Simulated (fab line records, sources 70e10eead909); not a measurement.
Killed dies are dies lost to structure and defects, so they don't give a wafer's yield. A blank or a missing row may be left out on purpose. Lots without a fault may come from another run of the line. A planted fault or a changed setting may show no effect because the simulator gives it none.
fab line records | flow nand_harc
record lots=10 wafers=30 last_day=29
route steps=1159 shown A_M0@1018 A_M1@1040
lots that met no fault: from a run of the same line without faults
start_h: hours from the record's first day to the start of the lot's first wafer shown | wait_h: hours since the lot's step before | " the same as in the row above | L1.1+2: a row that stands for several wafers | - no value, or no start given | * or withheld: withheld | < > ~ a bound
route shown NAME@n: a module of which the file shows steps, and the number in the route of the first | usual: mean/standard deviation of fault-free wafers | same: alike in all rows | chamber/n: place in a boat | sites: the reading at each site | _std_site: their standard deviation | _edge_site: outer sites' mean less inner sites' | radius_mm: how far each site lies from the wafer's centre | mask NAME#n: copy n | behind: the tool/chamber that last shaped the wafer | hold: why the lot was held/for how many hours/how that ended | device: the transistor (n, p or np) that didn't switch | end of line: the same wafers' tests at the end of the route | a step without rows: its recipe alone | killed: dies lost to structure and defects at the first sort, not the wafer's yield | map: a wafer's dies, x killed, . not, _ none there
set.NAME: the setting as run; set.NAME@STEP: as run at that earlier step | model.NAME: the simulator's own value behind a step, which no gauge read
steps of the route over a sample of lots; a table a step, a row a wafer
services: from which hour (start_h, from the record's first day; less than 0 if before it) a tool's chamber was out of use, for how many hours, and why
## steps
# step NHARC_A_M0_ANNEAL_30
# recipe temp_c=225 time_s=90
# usual anneal_temp_c=225.01/0.16 wafer_temp_C_max=226.2/0.31
# columns lot.wafer tool chamber start_h wait_h anneal_temp_c wafer_temp_C_max
L168.1 rtp_anneal-02 0 534.39 - 225.10 225.7
L168.3 " 0 " " 224.92 226.0
L168.6 " 0 " " 225.15 225.8
L164.1 rtp_anneal-02 0 537.85 0.3 225.23 225.8
L164.5 " 0 " " 225.07 226.2
L164.6 " 0 " " 225.07 226.1
L165.1 rtp_anneal-02 0 539.13 0.3 224.91 226.0
L165.2 " 0 " " 224.97 226.2
L165.5 " 0 " " 225.01 225.8
L173.2 rtp_anneal-01 0 552.91 - 225.29 226.4
L173.3 " 0 " " 224.93 226.5
L173.5 " 0 " " 225.05 226.1
L175.1 rtp_anneal-01 0 581.27 0.3 224.73 226.1
L175.2 " 0 " " 224.83 226.6
L175.6 " 0 " " 224.90 226.2
L179.2 rtp_anneal-02 0 582.41 - 225.27 225.8
L179.4 " 0 " " 225.07 226.3
L179.5 " 0 " " 225.20 225.9
L182.1 rtp_anneal-01 0 583.46 0.3 225.19 225.7
L182.2 " 0 " " 225.07 226.2
L182.6 " 0 " " 224.97 226.2
L176.1 rtp_anneal-01 0 603.64 0.3 225.05 226.3
L176.3 " 0 " " 224.60 227.1
L176.5 " 0 " " 224.68 226.1
L187.1 rtp_anneal-01 0 614.28 0.3 224.81 226.2
L187.2 " 0 " " 224.98 226.3
L187.6 " 0 " " 225.10 226.5
L186.1 rtp_anneal-01 0 615.39 - 225.06 226.1
L186.4 " 0 " " 225.10 226.0
L186.5 " 0 " " 224.87 226.1
# step NHARC_A_M1_ETCH_35
# recipe target_depth_a=400 overetch_a=120 time_s=43.94 ion_energy_ev=200 n2_flow_sccm=150 h2_flow_sccm=150 ar_flow_sccm=0 rf_w=400 bias_w=150 chemistry=N2/H2
# usual bias_w=150.1/0.41 drypump_motor_current_A=5.6/0.55 oes_product_au=0.998/0.01 rf_vpp_V=430/3.2 run_length_s=65.2/0.33 showerhead_plenum_p_Torr=2.02/0.11 throttle_valve_pct=14.172/0.01
# columns lot.wafer tool chamber start_h wait_h bias_w drypump_motor_current_A oes_product_au rf_hours_counter_h rf_vpp_V run_length_s showerhead_plenum_p_Torr throttle_valve_pct
L168.3 rie_diel-13 3 536.89 0.1 150.2 6.4 0.995 4 426 65.4 1.90 14.155
L168.1 " 0 " " 149.3 6.3 1.008 3 427 65.2 1.90 14.160
L168.6 " 3 " " 150.1 6.4 0.993 - 426 65.0 1.90 14.175
L164.1 rie_diel-13 0 540.24 0.1 149.5 6.3 1.001 4 426 65.2 1.90 14.172
L164.5 " 2 " " 149.5 5.7 0.997 - 435 64.5 2.18 14.157
L164.6 " 3 " " 150.3 6.4 0.992 - 426 65.3 1.90 14.175
L165.2 rie_diel-10 1 541.63 0.1 149.7 5.3 0.993 1 433 64.8 2.11 14.173
L165.1 " 2 " " 150.2 5.7 0.997 1 433 65.1 2.16 14.179
L165.5 " 0 " " 149.8 5.9 0.998 - 429 65.5 2.05 14.174
L173.2 rie_diel-10 3 555.22 0.1 150.6 4.8 0.986 1 426 65.1 1.89 14.172
L173.3 " 0 " " 150.1 5.9 1.004 1 431 64.9 2.05 14.168
L173.5 " 2 " " 150.1 5.7 0.990 - 433 65.2 2.16 14.170
L175.2 rie_diel-10 1 583.76 0.1 150.3 5.3 0.981 4 433 65.0 2.11 14.171
L175.1 " 3 " " 150.4 4.8 0.983 3 426 65.0 1.89 14.171
L175.6 " 2 " " 149.6 5.7 0.985 - 434 65.4 2.16 14.177
L179.2 rie_diel-10 0 584.84 0.1 150.1 5.9 1.007 3 431 64.9 2.05 14.169
L179.4 " 1 " " 150.4 5.3 0.986 4 432 65.0 2.11 14.185
L179.5 " 3 " " 150.5 4.8 0.968 - 426 65.4 1.89 14.156
L182.2 rie_diel-13 1 586.84 0.1 149.7 5.1 1.006 6 426 64.8 1.92 14.174
L182.1 " 2 " " 149.9 5.7 1.001 7 434 64.5 2.18 14.162
L182.6 " 0 " " 150.5 6.3 0.998 - 427 65.2 1.90 14.178
L176.3 rie_diel-13 2 605.99 0.1 150.4 5.7 1.000 9 432 64.9 2.18 14.174
L176.1 " 1 " " 150.5 5.1 1.010 8 427 64.9 1.92 14.151
L176.5 " 2 " " 150.1 5.7 1.014 - 435 64.6 2.18 14.165
L187.2 rie_diel-10 1 616.66 0.1 150.6 5.3 1.008 7 434 64.7 2.11 14.174
L187.1 " 2 " " 150.3 5.7 0.993 9 432 65.1 2.15 14.154
L187.6 " 0 " " 150.8 5.9 1.001 - 429 65.1 2.05 14.181
L186.1 rie_diel-10 2 617.91 0.1 149.6 5.7 0.995 9 433 65.5 2.16 14.158
L186.4 " 0 " " 149.5 5.9 1.012 8 431 65.1 2.05 14.185
L186.5 " 2 " " 148.9 5.7 0.992 - 433 65.4 2.15 14.173
# step NHARC_A_M1_STRIP_18
# recipe power_w=1000 n2_flow_sccm=150 h2_flow_sccm=150 ar_flow_sccm=0 bias_w=0 chemistry=N2/H2
# usual drypump_motor_current_A=5.5/0.54 oes_product_au=1.002/0.011 rf_vpp_V=90.7/1.1 showerhead_plenum_p_Torr=2.03/0.11 throttle_valve_pct=14.172/0.0093
# same bias_w=0
# columns lot.wafer tool chamber start_h wait_h drypump_motor_current_A oes_product_au rf_hours_counter_h rf_vpp_V showerhead_plenum_p_Torr throttle_valve_pct
L168.1 rie_diel-02 3 537.18 0.1 5.1 1.005 0.4 89.9 1.94 14.191
L168.3 " 2 " " 4.8 1.010 0.5 90.9 1.97 14.167
L168.6 " 3 " " 5.1 0.997 - 90.0 1.94 14.163
L164.1 rie_diel-02 0 540.60 0.1 5.7 1.012 0.6 90.7 2.18 14.163
L164.5 " 2 " " 4.8 1.009 - 92.1 1.97 14.165
L164.6 " 3 " " 5.0 1.002 - 90.6 1.94 14.172
L165.2 rie_diel-10 3 541.91 0.1 4.8 0.973 0.4 90.3 1.89 14.165
L165.1 " 2 " " 5.6 0.984 0.6 92.1 2.16 14.171
L165.5 " 0 " " 5.9 1.010 - 91.5 2.05 14.175
L173.3 rie_diel-10 2 555.56 0.1 5.7 1.004 1.8 92.4 2.16 14.164
L173.2 " 3 " " 4.8 0.988 1.5 89.8 1.89 14.166
L173.5 " 1 " " 5.3 1.005 - 90.3 2.11 14.159
L175.2 rie_diel-10 1 584.08 0.1 5.3 0.997 3.6 91.5 2.11 14.191
L175.1 " 3 " " 4.8 0.995 3.4 89.8 1.89 14.171
L175.6 " 0 " " 5.9 1.013 - 90.2 2.05 14.182
L179.2 rie_diel-10 0 585.13 0.1 5.9 1.006 3.2 91.3 2.05 14.176
L179.4 " 2 " " 5.7 0.987 4.1 91.8 2.16 14.162
L179.5 " 0 " " 5.9 1.010 - 89.3 2.05 14.162
L182.1 rie_diel-10 0 587.12 0.1 5.9 1.013 3.4 91.0 2.05 14.170
L182.2 " 2 " " 5.7 0.996 4.3 92.3 2.16 14.182
L182.6 " 1 " " 5.3 0.986 - 89.8 2.11 14.164
L176.1 rie_diel-13 0 606.34 0.1 6.3 0.996 8.1 88.6 1.90 14.163
L176.3 " 1 " " 5.1 1.005 7.6 88.9 1.92 14.162
L176.5 " 2 " " 5.7 1.007 - 91.6 2.18 14.180
L187.1 rie_diel-13 1 616.97 0.1 5.1 1.012 8.5 90.5 1.92 14.166
L187.2 " 3 " " 6.5 1.001 10.3 89.9 1.90 14.172
L187.6 " 0 " " 6.3 1.004 - 87.7 1.90 14.160
L186.1 rie_diel-02 3 618.21 0.1 5.1 0.997 3.2 91.4 1.94 14.189
L186.4 " 0 " " 5.7 1.023 3.2 91.9 2.18 14.194
L186.5 " 3 " " 5.1 0.995 - 89.9 1.94 14.166
# step NHARC_A_M1_ETCH_28
# recipe target_depth_a=300 over_etch_frac=0.3 time_s=72.99 ion_energy_ev=150 cf4_flow_sccm=50 n2_flow_sccm=100 ar_flow_sccm=150 rf_w=300 bias_w=100 chemistry=CF4/N2
# usual bias_w=99.96/0.3 cf4_flow_sccm=50.03/0.16 drypump_motor_current_A=5.5/0.53 oes_product_au=1.002/0.011 rf_vpp_V=314.1/2.4 run_length_s=94.2/0.4 showerhead_plenum_p_Torr=2.61/0.14 throttle_valve_pct=19.794/0.0086
# columns lot.wafer tool chamber start_h wait_h bias_w cf4_flow_sccm drypump_motor_current_A oes_product_au rf_hours_counter_h rf_vpp_V run_length_s showerhead_plenum_p_Torr throttle_valve_pct
L168.3 rie_diel-02 0 537.48 - 99.62 50.01 5.7 1.008 0.5 316.9 94.4 2.79 19.793
L168.1 " 2 " " 99.76 50.04 4.8 1.001 0.5 313.6 95.0 2.54 19.806
L168.6 " 0 " " 99.59 50.04 5.7 1.014 - 316.0 94.1 2.79 19.801
L164.1 rie_diel-02 2 540.82 - 99.77 50.23 4.8 1.010 0.6 312.0 94.7 2.54 19.798
L164.6 " 3 " " 99.95 50.00 5.1 1.001 - 311.2 93.8 2.51 19.795
L164.5 " 0 " " 100.37 49.86 5.7 1.012 - 317.9 94.3 2.79 19.801
L165.1 rie_diel-10 1 542.15 - 99.94 50.09 5.2 0.994 0.6 315.3 93.6 2.71 19.804
L165.2 " 2 " " 99.58 50.30 5.7 1.000 0.6 316.2 94.3 2.77 19.786
L165.5 " 2 " " 99.88 50.30 5.6 0.991 - 318.3 94.2 2.77 19.797
L173.2 rie_diel-10 3 555.76 - 99.83 49.92 4.8 0.986 1.5 312.0 94.3 2.45 19.789
L173.3 " 1 " " 100.35 50.07 5.2 0.998 1.6 314.4 93.7 2.71 19.791
L173.5 " 2 " " 99.94 49.75 5.7 0.989 - 317.7 94.1 2.77 19.794
L175.2 rie_diel-10 3 584.29 - 100.50 50.11 4.8 0.987 3.4 313.0 94.3 2.45 19.794
L175.1 " 2 " " 100.54 50.04 5.7 0.995 4.0 317.2 94.0 2.76 19.788
L175.6 " 3 " " 100.18 50.18 4.8 0.984 - 311.9 94.1 2.45 19.786
L179.2 rie_diel-10 3 585.38 - - 49.88 4.8 0.991 3.5 310.6 77.2 2.45 19.799
L179.4 " 1 " " 99.80 50.01 5.2 0.987 3.8 316.1 93.9 2.70 19.794
L179.5 " 2 " " 100.33 50.02 5.7 0.995 - 317.8 94.7 2.77 19.785
L182.1 rie_diel-10 2 587.36 - 99.64 50.12 5.6 0.996 4.4 316.2 94.2 2.76 19.788
L182.2 " 3 " " - 50.18 4.8 0.984 3.8 311.6 77.3 2.45 19.784
L182.6 " 3 " " - 50.32 4.8 0.984 - 310.1 77.5 2.45 19.787
L176.1 rie_diel-13 2 606.54 - 99.90 49.94 5.7 1.006 9.2 317.1 93.7 2.79 19.800
L176.3 " 3 " " 99.68 49.78 6.4 1.006 9.2 310.7 94.3 2.46 19.793
L176.5 " 1 " " 99.49 49.88 5.1 1.001 - 312.6 93.9 2.48 19.792
L187.1 rie_diel-13 2 617.19 - 99.39 50.32 5.7 1.022 10.1 318.2 93.9 2.79 19.785
L187.2 " 0 " " 99.40 49.82 6.3 0.998 9.2 310.8 94.2 2.46 19.795
L187.6 " 2 " " 99.38 50.02 5.7 1.021 - 317.8 94.2 2.79 19.792
L186.4 rie_diel-02 0 618.45 - 99.83 50.27 5.7 1.026 3.3 317.4 94.5 2.79 19.790
L186.1 " 2 " " 99.95 50.10 4.8 1.012 3.1 313.4 95.4 2.54 19.793
L186.5 " 0 " " 99.69 50.30 5.7 1.022 - 316.8 94.3 2.79 19.787
## services
# columns tool chamber start_h hours kind
rie_diel-13 1 512.42 4.0 repair
rie_diel-10 - 530.50 9.0 pm
rie_diel-10 0 530.50 9.0 vent_cycle
rie_diel-10 1 530.50 9.0 vent_cycle
rie_diel-10 2 530.50 9.0 vent_cycle
rie_diel-10 3 530.50 9.0 vent_cycle
rie_diel-02 - 532.85 1.0 repair
rie_diel-10 0 539.50 - clean
rie_diel-10 1 539.50 - clean
rie_diel-10 2 539.50 - clean
rie_diel-10 3 539.50 - clean
rie_diel-13 - 542.14 0.3 repair
rie_diel-02 2 546.91 3.0 repair
rie_diel-02 0 557.79 8.5 repair
rie_diel-10 0 564.00 - clean
rie_diel-10 1 564.00 - clean
rie_diel-10 2 564.00 - clean
rie_diel-10 3 564.00 - clean
rie_diel-02 1 576.62 20.7 repair
rie_diel-10 0 588.50 - clean
rie_diel-10 1 588.50 - clean
rie_diel-10 2 588.50 - clean
rie_diel-10 3 588.50 - clean
rie_diel-10 1 601.31 6.1 repair
## key
first_sign step=NHARC_A_M1_ETCH_28 reading=run_length_s direction=down sigmas=42 usual=* struck=*
effect none on later readings
met_at NHARC_A_M1_ETCH_28
struck_lots L179,L182
struck_wafers L179.2,L182.2,L182.6
not_acting_at NHARC_A_M0_ANNEAL_30,NHARC_A_M1_ETCH_35,NHARC_A_M1_STRIP_18
onset_between 584.29 585.38
fault kind=process_parameter_drift tool=rie_diel-10 chamber=- onset_h=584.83 steps=NHARC_A_M1_ETCH_28 channel=time_s offset=* shape=step end_h=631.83 scope=struck_wafers_only acts_in=* stated=*
